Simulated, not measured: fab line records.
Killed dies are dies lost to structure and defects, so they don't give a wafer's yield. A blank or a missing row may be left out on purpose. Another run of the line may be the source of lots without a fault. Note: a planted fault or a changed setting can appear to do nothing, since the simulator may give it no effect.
A lot that was struck, set against a sound lot    flow nand_harc    13 out of 1159 route steps
Sound: the wafers L512.1, L512.3, L512.4. The struck wafers were L517.1, L517.3, L517.6. Last of all comes the cause.
Per side, at each step with rows, come the tool, then ch with its chambers, and then its first start. Under that, the readings that differ: sound wafers    struck wafers    difference of the means    sigmas: that difference in standard deviations of wafers without a fault.
alike: readings whose means differ by less than 2 such deviations, and words and numbers that are the same on both sides. not compared: withheld readings, readings that some wafer has no value for, bounds like >300 that may hide the same value, and numbers for which the record gives no deviation and whose values overlap.
A row with sigmas, a row that says differs or no value, or rows on one side alone: a step with any of these is where the two part. Numbers that don't overlap but have no deviation are shown without sigmas and don't part them. A reading that every wafer of one side lacks parts them only if that side has two wafers or more.

NHARC_P_M1_DEGAS_29: time 60 s.
  sound: pvd_sputter-01 at day 6 21:31; struck: pvd_sputter-01 at day 8 21:47
  alike: heater_power_w
then, 1 step without rows for these wafers: NHARC_P_M1_PRE_CLEAN_30 (time 30 s).
NHARC_P_M1_PVD_20: deposits TaN, target thk 5 nm, time 8.06 s.
  sound on pvd_sputter-01; struck on pvd_sputter-01
  alike: cathode_dc_power_W, throttle_valve_pct
NHARC_P_M1_PVD_21: deposits Cu, target thk 30 nm, time 20.49 s.
  sound on pvd_sputter-01; struck on pvd_sputter-01
  alike: cathode_dc_power_W, throttle_valve_pct
then, 1 step without rows for these wafers: NHARC_P_M1_ECD_22 (material Cu, target thk 400 nm).
NHARC_P_M1_ANNEAL_31: time 90 s.
  sound on rtp_anneal-02 ch 0, day 6 22:20; struck on rtp_anneal-02 ch 0, day 8 22:31
  alike: anneal_temp_c_max, wafer_temp_C_max
NHARC_P_M1_CMP_23: polishes, t overpolish 20 s, target thk 157.82 nm.
  sound on cmp-04 ch 0,1,3, day 6 22:41; struck on cmp-01 ch 0,1,3, day 8 22:55
  alike: motor_current_A, time_to_endpoint_s
NHARC_P_M1_THK_MEAS_24: measures by xrf.
  sound: film_metro-01 at day 6 23:00; struck: film_metro-01 at day 8 23:11
  alike: thk_nm
after that, 1 step had no rows for these wafers: NHARC_P_M1_SRD_25.
NHARC_P_M1_INSPECT_27:
  sound: defect_inspect-01 at day 6 23:10; struck: defect_inspect-02 at day 8 23:20
  alike: raw_defect_count
then, 1 step without rows for these wafers: NHARC_P_M1_PRE_CLEAN_32 (time 12 s).
NHARC_P_M1_DEP_33: deposits SiCN, target thk 30 nm.
  sound on pecvd-04 ch 0,1,2, day 6 23:21; struck on pecvd-04 ch 0,1,2, day 8 23:29
  no value came back on the struck wafers for chamber_pressure_Torr (Torr), heater_power_outer_w (W), heater_power_w (W); on the sound wafers chamber_pressure_Torr (Torr) reads 3.000 2.997 2.995
then, 1 step without rows for these wafers: NHARC_P_M2_DEP_00 (deposits SiOC, target thk 182.5 nm).

WHERE THEY PART
Only at NHARC_P_M1_DEP_33, within this record.

WHY: the cause the simulator had injected
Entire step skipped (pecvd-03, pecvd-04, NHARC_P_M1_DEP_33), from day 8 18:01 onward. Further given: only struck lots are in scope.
